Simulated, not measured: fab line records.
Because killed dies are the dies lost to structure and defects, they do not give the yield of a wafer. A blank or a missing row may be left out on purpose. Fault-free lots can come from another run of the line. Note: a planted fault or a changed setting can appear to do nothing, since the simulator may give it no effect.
2 desks, one fault -- flow n5_finfet -- every desk sees just its own numbers, and what lay behind them comes last

## AT THE TOOL OWNER'S DESK: litho_track-05
The tool's own readings at N5_FIN_SAQP_COAT_10 (resist thk 90 nm): means of the sampled wafers that have a number, for each lot that ran on this tool. A lot is out of limits, marked OUT, if its mean lies more than 4 standard deviations from the usual mean; the brackets give that distance.
Columns: A = spin_speed_rpm at N5_FIN_SAQP_COAT_10, usual 1499.9 rpm
lot,first seen here,A
L583,day 1 22:11,1500.9
L588,day 3 03:32,1499.7
L589,day 3 10:07,1590.1 (+99 or more) OUT
L590,day 3 16:22,1590.3 (+99 or more) OUT
L603,day 6 21:30,1500.4
L605,day 7 09:35,1500.2
L606,day 7 14:53,1499.3
This desk's verdict: out of limits on L589, L590, starting with L589 at day 3 10:07 (spin_speed_rpm at N5_FIN_SAQP_COAT_10). L583, L588, L603, L605, L606: within limits.

## AT THE METROLOGY DESK
Lot by lot, what the gauges showed, no matter which tool ran the lot: averages of those sampled wafers that carry a number. A lot is out of limits, marked OUT, if its mean lies more than 4 standard deviations from the usual mean; the brackets give that distance. Shown here are 7 of its 10 readings, the ones lying furthest out on some lot.
Columns: A = DIBL_N at N5_BEOL_M4_RC_MEAS_101, usual 36.3 mV/V; B = IOFF_P at N5_BEOL_M4_RC_MEAS_101, usual 0.211 nA/um; C = ION_P at N5_BEOL_M4_RC_MEAS_101, usual 463 uA/um; D = SS_N at N5_BEOL_M4_RC_MEAS_101, usual 71.4 mV/dec; E = SS_P at N5_BEOL_M4_RC_MEAS_101, usual 73.3 mV/dec; F = VT_N at N5_BEOL_M4_RC_MEAS_101, usual 249.3 mV; G = VT_P at N5_BEOL_M4_RC_MEAS_101, usual -250.1 mV
lot,first seen here,A,B,C,D,E,F,G
L583,day 7 19:00,35.3,0.186,458,71.5,73.3,249.3,-252.6
L584,day 8 13:32,38.5,0.238,467,72.1,73.6,249.2,-247.3
L588,day 9 00:44,36.1,0.170,452,71.5,73.9,251.8,-256.3
L589,day 9 13:05,38.2,0.221,466,71.6,73.4,251.9,-250.3
L590,day 9 22:33,36.5,0.198,466,70.9,73.0,249.2,-249.6
L597,day 11 09:58,36.3,0.231,469,71.6,73.8,245.9,-246.6
L603,day 13 08:55,35.0,0.188,463,70.9,72.3,250.6,-250.7
L605,day 13 20:19,36.7,0.235,469,71.9,73.9,248.8,-248.5
L606,day 14 01:29,36.3,0.210,459,71.4,73.8,251.5,-250.1
Finding of this desk: none of the 9 lots has anything out of limits.

## TAKEN TOGETHER
The tool owner's desk had the chance to raise an alarm at day 3 10:07 on L589, L590.
Metrology desk: nothing out of limits seen.
The metrology desk has L589, L590 on record, within its limits.
On litho_track-05, each named lot ran N5_FIN_SAQP_COAT_10.

## WHAT THE SIMULATOR HAD PUT IN
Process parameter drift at N5_FIN_SAQP_COAT_10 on litho_track-05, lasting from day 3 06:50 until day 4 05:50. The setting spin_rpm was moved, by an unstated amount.
Struck lots among those shown: L589, L590.
Hours from the fault's start to each desk's first reading out of limits: the tool owner's desk, 3.
